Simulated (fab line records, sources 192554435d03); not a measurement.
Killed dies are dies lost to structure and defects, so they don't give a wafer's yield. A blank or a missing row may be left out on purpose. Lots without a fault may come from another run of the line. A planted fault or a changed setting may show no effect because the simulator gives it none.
Problem report in the 8D (eight disciplines) form, filled by code | flow n5_finfet | the parts of the form that need people (team, actions taken, sign-off) are left out

1. THE PROBLEM
killed_at_M4_up at N5_PASSIVATION_PROBE_49 reads a mean of 98 on 6 wafers of 2 lots; wafers without a fault read 14 with a standard deviation of 5.6. That is +15 standard deviations from the usual mean.
First seen on wafer L191.1, day 14 23:45, on prober-02. The record holds 6 wafers of 2 lots with a number at this step. Rule for "out", or "out of limits": more than 4 standard deviations from the usual mean. The other wafers with a number count as sound.

2. WHAT IT IS AND WHAT IT IS NOT
question                    | is                     | is not
which readings at this step | killed_at_M4_up        | killed_at_M0_to_M3, killed_at_contacts, killed_at_front_end, killed_at_other, killed_open, killed_short, sort_bin_8_speed
which lots                  | L191, L193             | -
which wafers of those lots  | all that have a number | -
read on which tools         | prober-01, prober-02   | -
when                        | from day 14 23:45      | up to then (0 sound wafers)

3. SUSPECTS, AND WHAT RULES EACH OUT
Counting: a tool at a process step up to the reading stays a suspect if it ran every lot that is out and no sound lot after the first of them.
- rie_diel-04 at N5_BEOL_M4_ETCH_77 (etches underlayer in N2/H2, target depth 6.5 nm, time 5.2 s): kept. It ran every lot that is out, first L191 (day 9 22:07), and no sound lot after that.
- rie_diel-06 at N5_MIM_TOP_LITHO_DESCUM_10 (chemistry O2, time 7.9 s): kept. It ran every lot that is out, first L191 (day 14 11:34), and no sound lot after that.
Left after counting: rie_diel-04 at N5_BEOL_M4_ETCH_77, rie_diel-06 at N5_MIM_TOP_LITHO_DESCUM_10.

4. THE CAUSE (what the simulator had put in)
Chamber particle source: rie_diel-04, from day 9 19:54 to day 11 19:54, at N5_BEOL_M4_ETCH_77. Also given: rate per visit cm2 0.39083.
Counting left 2 suspects, and this tool is among them.

5. THE CHAIN OF EFFECTS, in route order
Each row: a reading whose mean over the struck wafers that have a number lies more than 3 standard deviations from the usual. Only readings for which the record gives a usual standard deviation are gone through. hours: the time from each lot's start at the first step in this table that gives one to its start at this step, as a median over the lots. sigmas: the change in usual standard deviations.
hours | step                    | reading              | usual  | on struck wafers | change | sigmas
0     | N5_PASSIVATION_PROBE_49 | defect_limited_yield | 91.0 % | 84.8             | -6.2   | -4.8
0     | N5_PASSIVATION_PROBE_49 | killed_at_M4_up      | 14     | 98               | +84    | +15
0     | N5_PASSIVATION_PROBE_49 | killed_dies          | 107    | 180              | +73    | +4.8
0     | N5_PASSIVATION_PROBE_49 | sort_bin_5_function  | 5.3 %  | 9.8              | +4.5   | +5.0
0     | N5_PASSIVATION_PROBE_49 | sort_n_pass          | 1073   | 1000             | -73    | -4.8
0     | N5_PASSIVATION_PROBE_49 | sort_yield_pct       | 91.0 % | 84.8             | -6.2   | -4.8
The process steps in it:
- N5_PASSIVATION_PROBE_49

6. WHAT WOULD HAVE CAUGHT IT SOONER
In this record the first reading out of limits was taken at day 14 23:45, 124 hours after the fault began at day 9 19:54.
Of the tool readings at N5_BEOL_M4_ETCH_77 for which the record gives a usual standard deviation, none was out on any struck wafer, so an alarm limit of 4 standard deviations on them would not have fired.
All the lots that are out (2) had begun N5_BEOL_M4_ETCH_77 on rie_diel-04 by day 14 23:45. A hold on the tool at that time would have spared none of them.
